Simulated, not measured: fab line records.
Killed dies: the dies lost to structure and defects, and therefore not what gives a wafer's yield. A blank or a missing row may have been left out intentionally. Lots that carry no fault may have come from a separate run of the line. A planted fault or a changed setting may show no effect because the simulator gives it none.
What tool caused it?    flow n5Finfet    15 lots with 40 wafers sampled at 4 steps, on a route of 1938 steps

== WHAT EACH GAUGE READ, for each wafer ==
No reading from a measuring or inspecting step in the record can be judged against a usual standard deviation.

== WHICH TOOL RAN EACH LOT (tool, then ch and the chambers of the sampled wafers, then the start) ==
lot   N5_MOL_CONTACT_COAG_DEVELOP_39    N5_MOL_CONTACT_COAG_ETCH_66        N5_MOL_CONTACT_COAG_ETCHBACK_134   N5_MOL_CONTACT_COAG_VIA_ETCH_117
L799  lithoTrack-01 ch 0, day 5 16:31   rieDiel-06 ch 1,3, day 5 16:45     rieDiel-06 ch 0,2, day 5 17:13     rieDiel-06 ch 0,2, day 5 17:22
L800  lithoTrack-03 ch 0, day 6 01:52   rieDiel-03 ch 2,3, day 6 02:31     rieDiel-05 ch 0,2, day 6 03:17     rieDiel-05 ch 0,2, day 6 03:27
L797  lithoTrack-01 ch 0, day 6 04:33   rieDiel-06 ch 1,2,3, day 6 04:48   rieDiel-06 ch 1,2, day 6 05:04     rieDiel-06 ch 1,2, day 6 05:13
L801  lithoTrack-03 ch 0, day 6 05:26   rieDiel-03 ch 1,2,3, day 6 05:59   rieDiel-06 ch 0,1, day 6 06:20     rieDiel-06 ch 0,1, day 6 06:30
L804  lithoTrack-01 ch 0, day 6 20:47   rieDiel-06 ch 1,2, day 6 21:01     rieDiel-06 ch 1,2,3, day 6 21:17   rieDiel-06 ch 1,2,3, day 6 21:26
L806  lithoTrack-04 ch 0, day 7 17:22   rieDiel-05 ch 0,1,3, day 7 17:46   rieDiel-05 ch 1,2,3, day 7 18:13   rieDiel-05 ch 1,2,3, day 7 18:23
L807  lithoTrack-01 ch 0, day 7 20:32   rieDiel-06 ch 1,2,3, day 7 20:49   rieDiel-05 ch 0,1,2, day 7 21:05   rieDiel-05 ch 0,1,2, day 7 21:14
L808  lithoTrack-03 ch 0, day 8 02:41   rieDiel-03 ch 2, day 8 02:58       rieDiel-03 ch 2, day 8 03:14       rieDiel-03 ch 2, day 8 03:29
L809  lithoTrack-04 ch 0, day 8 10:41   rieDiel-05 ch 1,2, day 8 11:04     rieDiel-05 ch 1,3, day 8 11:23     rieDiel-05 ch 1,3, day 8 11:33
L810  lithoTrack-03 ch 0, day 8 14:22   rieDiel-03 ch 0,3, day 8 14:36     rieDiel-05 ch 0,1, day 8 15:03     rieDiel-05 ch 0,1, day 8 15:13
L816  lithoTrack-03, day 9 20:16        rieDiel-06 ch 0,1, day 9 20:31     rieDiel-03 ch 0,2, day 9 22:06     rieDiel-03 ch 0,2, day 9 22:16
L817  lithoTrack-04, day 10 02:49       rieDiel-06 ch 1,2, day 10 03:03    rieDiel-05 ch 0,3, day 10 03:19    rieDiel-05 ch 0,3, day 10 03:28
L818  lithoTrack-01, day 10 13:34       rieDiel-05 ch 0,3, day 10 14:41    rieDiel-03 ch 0,3, day 10 15:02    rieDiel-03 ch 0,3, day 10 15:12
L819  lithoTrack-01 ch 0, day 10 16:42  rieDiel-05 ch 0,1,2, day 10 16:57  rieDiel-03 ch 0,2,3, day 10 17:13  rieDiel-03 ch 0,2,3, day 10 17:22
L820  lithoTrack-01 ch 0, day 10 23:28  rieDiel-05 ch 0,2, day 10 23:42    rieDiel-05 ch 1,3, day 11 00:09    rieDiel-05 ch 1,3, day 11 00:19
- N5_MOL_CONTACT_COAG_DEVELOP_39: develop time 30 s.
- N5_MOL_CONTACT_COAG_ETCH_66: etches SiARC in CF4, target depth 13 nm, time 21.7 s.
- N5_MOL_CONTACT_COAG_ETCHBACK_134: etches SiO2 in CHF3, target depth 10 nm, time 6.7 s.
- N5_MOL_CONTACT_COAG_VIA_ETCH_117: etches SiO2 in C4F6/O2, target depth 40 nm, overetch 8 nm, time 26 s.

== WHAT THE TOOLS THEMSELVES READ (means of the sampled wafers that have a number; where no wafer has one, the mark that the record gives instead) ==
N5_MOL_CONTACT_COAG_DEVELOP_39.
lot   tool           chillPlateTempC (C)  developerTempC (C)
L799  lithoTrack-01  23.01                22.98
L800  lithoTrack-03  22.89                23.01
L797  lithoTrack-01  23.11                23.06
L801  lithoTrack-03  23.03                23.02
L804  lithoTrack-01  22.89                22.86
L806  lithoTrack-04  23.06                22.83
L807  lithoTrack-01  23.14                23.07
L808  lithoTrack-03  23.04                23.08
L809  lithoTrack-04  23.04                22.80
L810  lithoTrack-03  23.09                23.05
L816  lithoTrack-03  -                    -
L817  lithoTrack-04  -                    -
L818  lithoTrack-01  -                    -
L819  lithoTrack-01  22.97                22.87
L820  lithoTrack-01  22.91                22.89

N5_MOL_CONTACT_COAG_ETCH_66.
lot   tool        drypumpMotorCurrentA (A)  etchRfOnTimeS (s)  oesProductAu (a.u.)  rfFwdPowerW (W)  rfVppV (V)  showerheadPlenumPTorr (Torr)  throttleValvePct (%)
L799  rieDiel-06  5.3                       22.5               0.58                 534.8            184.3       2.17                          15.91
L800  rieDiel-03  5.7                       22.0               0.74                 531.8            185.5       2.19                          15.41
L797  rieDiel-06  5.1                       22.5               0.59                 533.2            184.4       2.15                          15.93
L801  rieDiel-03  5.7                       21.9               0.66                 531.5            184.8       2.16                          15.64
L804  rieDiel-06  5.5                       22.5               0.57                 534.9            184.6       2.12                          15.98
L806  rieDiel-05  5.7                       22.5               0.70                 531.5            183.7       2.13                          15.62
L807  rieDiel-06  5.2                       22.4               0.57                 531.5            183.9       2.15                          15.95
L808  rieDiel-03  5.8                       21.6               0.77                 530.9            184.1       2.17                          15.25
L809  rieDiel-05  4.9                       21.5               0.68                 532.5            183.2       2.11                          15.54
L810  rieDiel-03  5.9                       22.0               0.71                 531.3            184.6       2.16                          15.80
L816  rieDiel-06  5.7                       22.6               0.28                 532.8            184.7       2.14                          15.78
L817  rieDiel-06  5.1                       22.0               0.31                 531.1            182.8       2.11                          15.68
L818  rieDiel-05  6.0                       22.6               0.28                 531.2            183.5       2.11                          15.82
L819  rieDiel-05  5.3                       21.5               0.68                 531.4            183.2       2.10                          15.62
L820  rieDiel-05  5.3                       21.2               0.67                 532.4            184.0       2.06                          15.73

N5_MOL_CONTACT_COAG_ETCHBACK_134.
lot   tool        drypumpMotorCurrentA (A)  oesProductAu (a.u.)  rfFwdPowerW (W)  rfVppV (V)  showerheadPlenumPTorr (Torr)  throttleValvePct (%)
L799  rieDiel-06  5.0                       0.81                 599              508         2.40                          18.67
L800  rieDiel-05  5.2                       0.81                 602              504         2.31                          18.77
L797  rieDiel-06  5.5                       0.69                 605              516         2.36                          19.06
L801  rieDiel-06  5.5                       0.85                 600              511         2.42                          18.63
L804  rieDiel-06  5.1                       0.68                 604              516         2.39                          19.03
L806  rieDiel-05  5.3                       0.77                 603              520         2.35                          18.72
L807  rieDiel-05  5.3                       0.83                 603              518         2.34                          18.69
L808  rieDiel-03  5.8                       0.92                 598              538         2.42                          18.48
L809  rieDiel-05  5.6                       0.78                 604              530         2.38                          18.68
L810  rieDiel-05  5.5                       0.85                 604              528         2.37                          18.64
L816  rieDiel-03  6.0                       0.90                 600              536         2.40                          18.61
L817  rieDiel-05  6.0                       0.74                 604              520         2.34                          18.88
L818  rieDiel-03  5.8                       0.94                 603              533         2.38                          18.58
L819  rieDiel-03  5.9                       0.91                 600              535         2.39                          18.61
L820  rieDiel-05  5.6                       0.75                 605              531         2.38                          18.73

N5_MOL_CONTACT_COAG_VIA_ETCH_117.
lot   tool        drypumpMotorCurrentA (A)  oesProductAu (a.u.)  rfFwdPowerW (W)  rfVppV (V)  showerheadPlenumPTorr (Torr)  throttleValvePct (%)
L799  rieDiel-06  5.0                       0.72                 319.6            1544        2.85                          41.5
L800  rieDiel-05  5.2                       0.71                 320.1            1532        2.75                          41.0
L797  rieDiel-06  5.5                       0.63                 321.5            1564        2.81                          41.5
L801  rieDiel-06  5.5                       0.76                 319.0            1552        2.89                          41.6
L804  rieDiel-06  5.1                       0.63                 322.3            1564        2.86                          41.6
L806  rieDiel-05  5.3                       0.70                 321.0            1575        2.81                          41.0
L807  rieDiel-05  5.3                       0.74                 320.3            1573        2.80                          41.0
L808  rieDiel-03  5.8                       0.81                 318.1            1622        2.89                          41.9
L809  rieDiel-05  5.6                       0.71                 321.1            1605        2.85                          41.0
L810  rieDiel-05  5.5                       0.77                 320.6            1601        2.83                          41.0
L816  rieDiel-03  6.0                       0.81                 318.5            1622        2.87                          41.9
L817  rieDiel-05  6.0                       0.68                 321.6            1573        2.80                          41.0
L818  rieDiel-03  5.8                       0.85                 319.1            1617        2.85                          41.2
L819  rieDiel-03  5.9                       0.82                 318.7            1620        2.86                          41.5
L820  rieDiel-05  5.6                       0.69                 320.8            1605        2.83                          41.0

== THE ANSWER, worked out from the rows above alone ==
Rule: the usual values come from the lots themselves. The widest of any qualifying gaps counts: lots, ordered by their means at a reading, are off when they make up no more than a third of the lots, leave a main group of 4 or more, and stand apart from it by 3 or more times the standard deviation of that group's means. Not used: any main group whose means are identical at the precision the tables above print for the reading. Also off: a lot with no number at a reading for which 4 or more lots have one. All remaining lots with rows at the step are treated as sound. The gauges are gone through in route order, then the tools' own readings, and for those a lot's mean is taken as printed above. At the first step where some lot is off, the reading lying furthest off is the one used; lots without a number count as furthest.
Off: L816, L817, L818 (N5_MOL_CONTACT_COAG_DEVELOP_39, chillPlateTempC). Without a number there: L816, L817, L818. Mean 23.02 C and standard deviation 0.081 in the main group.
If a tool, at that step or one of the process steps before it, ran each lot that is off and ran no sound lot following the first of them, it fits. Not one of the candidates tried fits.

== WHAT THE SIMULATOR HAD PUT IN ==
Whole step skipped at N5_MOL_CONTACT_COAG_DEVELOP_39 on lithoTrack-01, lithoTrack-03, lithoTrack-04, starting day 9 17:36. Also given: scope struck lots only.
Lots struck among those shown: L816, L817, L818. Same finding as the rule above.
